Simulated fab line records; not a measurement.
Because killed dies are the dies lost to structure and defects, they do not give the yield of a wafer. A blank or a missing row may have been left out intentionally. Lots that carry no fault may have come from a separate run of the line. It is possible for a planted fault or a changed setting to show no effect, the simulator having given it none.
Matching of chambers :: flow nand_harc :: 4 sister chambers for NHARC_A_STAIRCASE_ALD_420 on ald_hk-02
The step deposits SiO2, target thk 20 nm, pulse time 6 s, ald cycles 200. 24 wafers are shown with their chamber, then 12 later ones without.

== WAFERS, EACH WITH ITS CHAMBER ==
wafer: L074.1
chamber: 1
heater_power_w (W): 522
precursor_pulse_height_rel: 0.986

wafer: L074.2
chamber: 2
heater_power_w (W): 467
precursor_pulse_height_rel: 1.012

wafer: L074.4
chamber: 3
heater_power_w (W): 431
precursor_pulse_height_rel: 0.989

wafer: L074.3
chamber: 0
heater_power_w (W): 445
precursor_pulse_height_rel: 0.998

wafer: L074.5
chamber: 1
heater_power_w (W): 516
precursor_pulse_height_rel: 0.983

wafer: L074.6
chamber: 2
heater_power_w (W): 472
precursor_pulse_height_rel: 0.976

wafer: L075.2
chamber: 2
heater_power_w (W): 464
precursor_pulse_height_rel: 0.979

wafer: L075.5
chamber: 3
heater_power_w (W): 424
precursor_pulse_height_rel: 1.008

wafer: L075.6
chamber: 2
heater_power_w (W): 469
precursor_pulse_height_rel: 0.983

wafer: L075.1
chamber: 3
heater_power_w (W): 414
precursor_pulse_height_rel: 1.008

wafer: L075.3
chamber: 1
heater_power_w (W): 523
precursor_pulse_height_rel: 0.982

wafer: L075.4
chamber: 0
heater_power_w (W): 446
precursor_pulse_height_rel: 1.003

wafer: L079.2
chamber: 1
heater_power_w (W): 510
precursor_pulse_height_rel: 1.006

wafer: L079.5
chamber: 2
heater_power_w (W): 477
precursor_pulse_height_rel: 1.033

wafer: L079.6
chamber: 1
heater_power_w (W): 499
precursor_pulse_height_rel: 1.021

wafer: L082.1
chamber: 0
heater_power_w (W): 442
precursor_pulse_height_rel: 0.941

wafer: L082.4
chamber: 3
heater_power_w (W): 423
precursor_pulse_height_rel: 1.015

wafer: L082.6
chamber: 2
heater_power_w (W): 469
precursor_pulse_height_rel: 1.007

wafer: L087.1
chamber: 0
heater_power_w (W): 464
precursor_pulse_height_rel: 1.010

wafer: L087.2
chamber: 1
heater_power_w (W): 539
precursor_pulse_height_rel: 1.011

wafer: L087.6
chamber: 0
heater_power_w (W): 475
precursor_pulse_height_rel: 1.010

wafer: L089.1
chamber: 0
heater_power_w (W): 462
precursor_pulse_height_rel: 1.014

wafer: L089.3
chamber: 2
heater_power_w (W): 488
precursor_pulse_height_rel: 1.005

wafer: L089.6
chamber: 1
heater_power_w (W): 543
precursor_pulse_height_rel: 0.996

SIGNATURES (averages over the wafers above)
reading: heater_power_w
chamber 0: 455.67
chamber 1: 521.71
chamber 2: 472.29
chamber 3: 423.00
scatter within a chamber: 11.9

reading: precursor_pulse_height_rel
chamber 0: 0.99600
chamber 1: 0.99786
chamber 2: 0.99929
chamber 3: 1.00500
scatter within a chamber: 0.0202
Rule: a wafer lies at a distance from a chamber equal to the root of the sum of squares, over the readings, of (its reading less the chamber's mean, divided by the reading's scatter). If the next closest chamber is less than 2 further off than the closest, the wafer can't be placed; otherwise it belongs to the closest. How the scatter is found: for the shown wafers, subtract from each reading the mean of its chamber, square and add these, divide the total by (wafers less chambers), then take the root.

== WAFERS MISSING THEIR CHAMBER ==
wafer: L091.3
heater_power_w (W): 540
precursor_pulse_height_rel: 1.021

wafer: L091.4
heater_power_w (W): 416
precursor_pulse_height_rel: 1.036

wafer: L091.6
heater_power_w (W): 478
precursor_pulse_height_rel: 1.008

wafer: L094.1
heater_power_w (W): 478
precursor_pulse_height_rel: 1.005

wafer: L094.2
heater_power_w (W): 533
precursor_pulse_height_rel: 1.033

wafer: L094.4
heater_power_w (W): 423
precursor_pulse_height_rel: 1.008

wafer: L095.2
heater_power_w (W): 424
precursor_pulse_height_rel: 1.010

wafer: L095.3
heater_power_w (W): 536
precursor_pulse_height_rel: 1.014

wafer: L095.6
heater_power_w (W): 477
precursor_pulse_height_rel: 0.982

wafer: L097.2
heater_power_w (W): 481
precursor_pulse_height_rel: 1.024

wafer: L097.3
heater_power_w (W): 547
precursor_pulse_height_rel: 0.974

wafer: L097.6
heater_power_w (W): 481
precursor_pulse_height_rel: 1.000

== EACH ONE'S CHAMBER ==
wafer: L091.3
from the rows above: 1
in truth: 1

wafer: L091.4
from the rows above: 3
in truth: 3

wafer: L091.6
from the rows above: can't be placed: 2 or 0
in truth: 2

wafer: L094.1
from the rows above: can't be placed: 2 or 0
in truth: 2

wafer: L094.2
from the rows above: 1
in truth: 1

wafer: L094.4
from the rows above: 3
in truth: 3

wafer: L095.2
from the rows above: 3
in truth: 3

wafer: L095.3
from the rows above: 1
in truth: 1

wafer: L095.6
from the rows above: can't be placed: 2 or 0
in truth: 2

wafer: L097.2
from the rows above: can't be placed: 2 or 0
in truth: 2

wafer: L097.3
from the rows above: 1
in truth: 1

wafer: L097.6
from the rows above: can't be placed: 2 or 0
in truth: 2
7 of 12 placed correctly. These rows do not allow placing 5 (true chamber among the candidates in 5). 0 placed wrongly.
